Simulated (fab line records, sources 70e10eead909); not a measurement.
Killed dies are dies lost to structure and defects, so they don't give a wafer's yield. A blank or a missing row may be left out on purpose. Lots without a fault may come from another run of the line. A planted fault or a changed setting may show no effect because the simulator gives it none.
Chamber matching | flow nand_harc | NHARC_P_GATE_STRIP_108 on rie_diel-09: 4 sister chambers
The step strips in O2. 8 wafers are shown with their chamber, then 7 later ones without.

WAFERS WITH THEIR CHAMBER
wafer  | chamber | drypump_motor_current_A (A) | oes_product_au (a.u.)
L081.4 | 1       | 5.9                         | 1.000
L081.5 | 1       | 5.9                         | 1.000
L085.5 | 0       | 5.6                         | 1.001
L086.1 | 0       | 5.7                         | 0.993
L086.2 | 3       | 6.4                         | 1.006
L086.3 | 2       | 5.9                         | 1.025
L093.1 | 2       | 5.9                         | 1.015
L093.5 | 3       | 6.4                         | 0.992

WAFERS WITHOUT THEIR CHAMBER
wafer  | drypump_motor_current_A (A) | oes_product_au (a.u.)
L093.6 | 5.6                         | 0.998
L095.1 | 5.9                         | 1.004
L095.2 | 6.4                         | 0.996
L095.5 | 5.9                         | 1.002
L095.3 | 5.9                         | 1.003
L095.4 | 6.4                         | 0.994
L095.6 | 5.9                         | 0.997

WHICH CHAMBER EACH WENT THROUGH
wafer  | from the rows above     | in truth
L093.6 | 0                       | 0
L095.1 | can't be placed: 1 or 2 | 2
L095.2 | 3                       | 3
L095.5 | 1                       | 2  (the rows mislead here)
L095.3 | 1                       | 1
L095.4 | 3                       | 3
L095.6 | 1                       | 1
Placed correctly: 5 of 7. Can't be placed from these rows: 1 (the true chamber is among the candidates in 1). Placed wrongly: 1.
How it was worked out, from the rows above alone: a wafer's distance from a chamber is the root of the sum, over the readings, of the square of ((its reading less the chamber's mean) divided by the reading's scatter). The wafer belongs to the nearest chamber; if the next one is less than 2 further off, it can't be placed. A chamber's mean is the mean of its shown wafers. The scatter: the root of (the sum of the squares of (reading less its chamber's mean) over the shown wafers, divided by (wafers less chambers)).
